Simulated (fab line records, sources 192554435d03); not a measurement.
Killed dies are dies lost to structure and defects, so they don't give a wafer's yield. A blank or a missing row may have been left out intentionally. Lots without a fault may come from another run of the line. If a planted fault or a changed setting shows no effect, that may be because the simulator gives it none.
8D (eight disciplines) problem report, filled in by code :: flow n5-finfet :: the parts of the form that need people (team, actions taken, sign-off) are left out

1. PROBLEM STATEMENT
Mean of spin-speed-rpm at N5_BEOL_M3_COAT_22: 1336.3 rpm across 6 wafers in 2 lots; on wafers with no fault it is 1499.9 rpm (standard deviation 0.9). So: -99 or more standard deviations from the usual mean.
The step: resist thk 30 nm.
Seen first at day 9 11:40 on litho-track-05, wafer L511.4. The record holds 12 wafers of 4 lots with a number at this step. The rule behind "out" and "out of limits": a value lying over 4 standard deviations away from the usual mean. All remaining wafers that have a number are taken as sound.

2. WHAT IT IS, AND WHAT IT ISN'T
question: which readings at this step
is: spin-speed-rpm
is not: -

question: which lots
is: L511, L512
is not: L504, L525

question: which wafers of those lots
is: all that have a number
is not: -

question: read on which tools
is: litho-track-05
is not: litho-track-02

question: when
is: from day 9 11:40
is not: up to then (3 sound wafers); but 3 sound wafers of L525 came after

3. SUSPECTS, AND WHAT RULES EACH OUT
Counting: a tool at any process step up to the reading remains a suspect when it ran all the lots that are out and ran no sound lot after the first of those.
- litho-track-05 at N5_BEOL_M3_COAT_22 (resist thk 30 nm): kept. Every lot that is out went through it, starting with L511 (day 9 11:40), and after that it ran no sound lot; the last sound lot it ran before then is L504 (day 7 13:19). On those wafers its own readings are out: spin-speed-rpm.
Left after counting: litho-track-05 at N5_BEOL_M3_COAT_22.

4. THE CAUSE (what the simulator had put in)
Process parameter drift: litho-track-05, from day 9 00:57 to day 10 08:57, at N5_BEOL_M3_COAT_22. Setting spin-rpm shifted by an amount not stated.
The count eliminated every tool but this one.

5. THE EFFECT CHAIN, in route order
Each row: a reading where the mean over the struck wafers with a number is more than 3 standard deviations away from the usual. Only readings whose record carries a usual standard deviation are examined. hours: median over the lots of the time between each lot's start at the first step of this table that gives one and its start at this step. sigmas: the change, counted in usual standard deviations.
hours: 0
step: N5_BEOL_M3_COAT_22
reading: spin-speed-rpm
usual: 1499.9 rpm
on struck wafers: 1336.3
change: -163.6
sigmas: -99 or more
Here are the process steps it includes:
- N5_BEOL_M3_COAT_22: resist thk 30 nm.
Later steps that measure or inspect, where all struck wafers having a row at the step show a number for every such reading and not one has moved that far: N5_BEOL_M4_RC_MEAS_101.

6. HOW IT WOULD HAVE BEEN CAUGHT EARLIER
11 hours passed between the start of the fault at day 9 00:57 and the first reading out of limits in this record, taken at day 9 11:40.
